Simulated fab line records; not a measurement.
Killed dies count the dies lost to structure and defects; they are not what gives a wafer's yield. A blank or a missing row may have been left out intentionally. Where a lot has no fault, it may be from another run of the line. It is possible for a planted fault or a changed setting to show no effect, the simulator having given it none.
Split-lot experiment + flow n5 finfet + route with 1938 steps; 7 lots, 21 wafers read

== SPLIT DETAILS ==
At N5_MOL_CONTACT_COAG_ALD_20 (deposits TiN, target thk 1.5 nm, pulse time 1 s, purge time 3 s), the setting ald cycles was moved away from the recipe's 68 on 7 of the 21 wafers read, by -13.2% to +16.2%. All remaining wafers had this setting at the recipe value.

The reading comes from the split's own step.

== THE READING ==
TiN_of_MOL_CONTACT_COAG_ALD_20.thk nm (the simulator's own value, which no gauge read), in nm, at N5_MOL_CONTACT_COAG_ALD_20 (deposits TiN, target thk 1.5 nm, pulse time 1 s, purge time 3 s). There is no usual value for it anywhere in the file. Average 1.5 nm, standard deviation 0.099 nm, over the 14 wafers here run with the recipe.

| wafer  | tool, chamber at the split | ald cycles as run | against the recipe | TiN_of_MOL_CONTACT_COAG_ALD_20.thk nm, nm | against lot-mates on the recipe |
|--------|----------------------------|-------------------|--------------------|-------------------------------------------|---------------------------------|
| L078.3 | ald metal-04, 3            | 72                | +5.9%              | 1.6                                       | +0.1                            |
| L078.4 | ald metal-04, 0            | 68                | recipe             | 1.4                                       | -                               |
| L078.5 | ald metal-04, 3            | 68                | recipe             | 1.6                                       | -                               |
| L079.1 | ald metal-03, 0,3,0        | 68                | recipe             | 1.6                                       | -                               |
| L079.4 | ald metal-03, 0,3,0        | 68                | recipe             | 1.6                                       | -                               |
| L079.6 | ald metal-03, 0,3,0        | 68                | recipe             | 1.6                                       | -                               |
| L082.2 | ald metal-03, 0,1          | 79                | +16.2%             | 1.8                                       | +0.4                            |
| L082.6 | ald metal-03, 0,1          | 79                | +16.2%             | 1.8                                       | +0.4                            |
| L082.3 | ald metal-03, 1            | 68                | recipe             | 1.4                                       | -                               |
| L084.2 | ald metal-04, 3,0          | 68                | recipe             | 1.4                                       | -                               |
| L084.5 | ald metal-04, 3,0          | 68                | recipe             | 1.4                                       | -                               |
| L084.3 | ald metal-04, 2            | 74                | +8.8%              | 1.6                                       | +0.2                            |
| L085.2 | ald metal-03, 3            | 59                | -13.2%             | 1.2                                       | -0.3                            |
| L085.3 | ald metal-03, 0            | 68                | recipe             | 1.6                                       | -                               |
| L085.6 | ald metal-03, 0            | 68                | recipe             | 1.4                                       | -                               |
| L090.1 | ald metal-01, 1,0          | 68                | recipe             | 1.4                                       | -                               |
| L090.4 | ald metal-01, 1,0          | 68                | recipe             | 1.4                                       | -                               |
| L090.2 | ald metal-01, 2            | 68                | recipe             | 1.6                                       | -                               |
| L092.2 | ald metal-01, 0,3          | 75                | +10.3%             | 1.6                                       | +0.2                            |
| L092.5 | ald metal-01, 0,3          | 75                | +10.3%             | 1.6                                       | +0.2                            |
| L092.6 | ald metal-01, 2            | 68                | recipe             | 1.4                                       | -                               |
Rows listing several chambers each stand for several wafers; the file does not say which wafer went through which chamber.

THE FIT
A straight line over all 21 wafers: TiN_of_MOL_CONTACT_COAG_ALD_20.thk nm changes by +0.018 nm for each +1% of ald cycles; r = +0.81; the points scatter about the line by 0.089 nm.
The same after taking each lot's own level away (the mean of its wafers on the recipe; 21 wafers): +0.023 nm for each +1%; r = +0.93; scatter 0.062 nm.
The reading moves by 0.37 nm for the largest change in ald cycles, on that fit.
Measured against the standard deviation above, the lots' own levels, which go from 1.40 to 1.60 nm, span 2.0 times it.
Hence the slope depends on the lot-to-lot level, as the two fits are not the same.
Check: for one of the wafers moved furthest among these (+16.2%), held out of the fit, the line's prediction against its lot-mates is +0.359 nm. Against them it came out at +0.4 nm.

== THE OTHER SPLITS THESE WAFERS WENT THROUGH ==
Note: prior to the reading, these wafers also went through further splits. Each is held against what the fit with the lots' levels taken away leaves over:
| other split on the same wafers       | wafers away from the commonest value | r with TiN_of_MOL_CONTACT_COAG_ALD_20.thk nm (lot level and that fit taken away) |
|--------------------------------------|--------------------------------------|----------------------------------------------------------------------------------|
| N5_SD_EPI_N_EPI_21 temp c            | 11                                   | +0.25                                                                            |
| N5_SD_EPI_N_PRECLEAN_49 temp c       | 9                                    | -0.04                                                                            |
| N5_SDB_ETCH_17 bias w                | 5                                    | -0.24                                                                            |
| N5_SDB_STRIP_22 power w              | 4                                    | -0.49                                                                            |
| N5_HKMG_FIN_PEB_47 peb time s        | 7                                    | +0.12                                                                            |
| N5_HKMG_FIN_ETCH_55 bias w           | 11                                   | +0.26                                                                            |
| N5_HKMG_FIN_DESCUM_17 time s         | 8                                    | +0.23                                                                            |
| N5_MOL_CONTACT_COAG_ETCH_15 source w | 8                                    | -0.11                                                                            |

== THE FILE'S OWN FIT ==
TiN_of_MOL_CONTACT_COAG_ALD_20.thk nm changes by +0.0227 nm for each +1% of ald cycles, r = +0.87.
